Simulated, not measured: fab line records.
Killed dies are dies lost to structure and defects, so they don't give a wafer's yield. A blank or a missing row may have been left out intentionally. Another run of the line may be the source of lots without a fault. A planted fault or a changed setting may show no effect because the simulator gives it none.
Split-lot study ; flow n5_finfet ; 21 wafers read across 7 lots, on a route 1938 steps long

ON THE SPLIT
At N5_BEOL_M10_COAT_05 (resist thk 90 nm), the setting spin_rpm was moved away from the recipe's 1500 rpm on 6 of the 21 wafers read, by -5.1% to +8.5%. All remaining wafers had this setting at the recipe value.

FROM THE SPLIT TO THE READING: what the file shows between them, 4 steps
- N5_BEOL_M10_EBR_07
- N5_BEOL_M10_SOFTBAKE_06: time 60 s
- N5_BEOL_M10_EXPOSE_08: exposes mask M10
- N5_BEOL_M10_PEB_09: peb time 60 s

THE READING
CAR-ArF_of_BEOL_M10_COAT_05.thk_nm (the simulator's own value, which no gauge read), in nm, at N5_BEOL_M10_DEVELOP_10 (develop time 30 s). The file does not state a usual value for it. The 15 wafers here that ran the recipe average 88.3 nm, standard deviation 0.18 nm.

wafer;tool, chamber at the split;spin_rpm as run, rpm;against the recipe;CAR-ArF_of_BEOL_M10_COAT_05.thk_nm, nm;against lot-mates on the recipe
L078.1;litho_track-01, 0;1444;-3.7%;90.2;+1.6
L078.2;litho_track-01, 0;1444;-3.7%;90.2;+1.6
L078.6;litho_track-01, 0;1500;recipe;88.6;-
L077.3;litho_track-01, 0;1500;recipe;88.2;-
L077.5;litho_track-01, 0;1500;recipe;88.2;-
L077.6;litho_track-01, 0;1500;recipe;88.2;-
L082.3;litho_track-04, 0;1500;recipe;88;-
L082.4;litho_track-04, 0;1500;recipe;88.4;-
L082.5;litho_track-04, 0;1425;-5.0%;90.4;+2.2
L090.1;litho_track-01, 0;1424;-5.1%;90.8;+2.2
L090.3;litho_track-01, 0;1424;-5.1%;90.8;+2.2
L090.6;litho_track-01, 0;1500;recipe;88.6;-
L092.1;litho_track-03, 0;1500;recipe;88.2;-
L092.2;litho_track-03, 0;1500;recipe;88.2;-
L092.6;litho_track-03, 0;1500;recipe;88.4;-
L095.3;litho_track-03, 0;1500;recipe;88.2;-
L095.5;litho_track-03, 0;1500;recipe;88.2;-
L095.6;litho_track-03, 0;1628;+8.5%;84.6;-3.6
L094.3;litho_track-04, 0;1500;recipe;88.4;-
L094.4;litho_track-04, 0;1500;recipe;88.4;-
L094.6;litho_track-04, 0;1500;recipe;88.6;-

THE FIT
A straight line over all 21 wafers: CAR-ArF_of_BEOL_M10_COAT_05.thk_nm changes by -0.457 nm for each +1% of spin_rpm; r = -0.99; the points scatter about the line by 0.18 nm.
The same after taking each lot's own level away (the mean of its wafers on the recipe; 21 wafers): -0.428 nm for each +1%; r = -1.00; scatter 0.086 nm.
According to that fit, moving spin_rpm by its largest amount changes the reading by 3.7 nm.
The span of the lots' own levels, 88.20 to 88.60 nm, comes to 2.3 times the standard deviation stated above.
The two slopes are in agreement: the lot-to-lot level therefore moves the slope only a little.
Check: with one of the wafers moved furthest among these (+8.5%) left out of the fit, the line predicts -3.71 nm for it against its lot-mates. Against them it came out at -3.6 nm.

OTHER SPLITS APPLIED TO THESE WAFERS
Other splits were also applied to these wafers ahead of the reading. Each is held against what the fit with the lots' levels taken away leaves over:
other split on the same wafers;wafers away from the commonest value;r with CAR-ArF_of_BEOL_M10_COAT_05.thk_nm (lot level and that fit taken away)
N5_BEOL_M7_DESCUM_33 time_s;7;-0.02
N5_BEOL_M8_COAT_60 spin_rpm;2;+0.09
N5_BEOL_M9_COAT_60 spin_rpm;8;-0.14

THE WHOLE CHAIN: every reading that the file lists as answering this split, in the file's order
step;what it does;reading;change (the file's fit);r (the file's)
N5_BEOL_M10_COAT_05;resist thk 90 nm;CAR-ArF_of_BEOL_M10_COAT_05.thk_nm (the simulator's own value, which no gauge read);-0.418 nm for each +1% of the setting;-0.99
N5_BEOL_M10_DEVELOP_10;develop time 30 s;CAR-ArF_of_BEOL_M10_COAT_05.thk_nm (the simulator's own value, which no gauge read);-0.428 nm for each +1% of the setting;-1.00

THE FILE'S OWN FIT
CAR-ArF_of_BEOL_M10_COAT_05.thk_nm changes by -0.428 nm for each +1% of spin_rpm, r = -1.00.
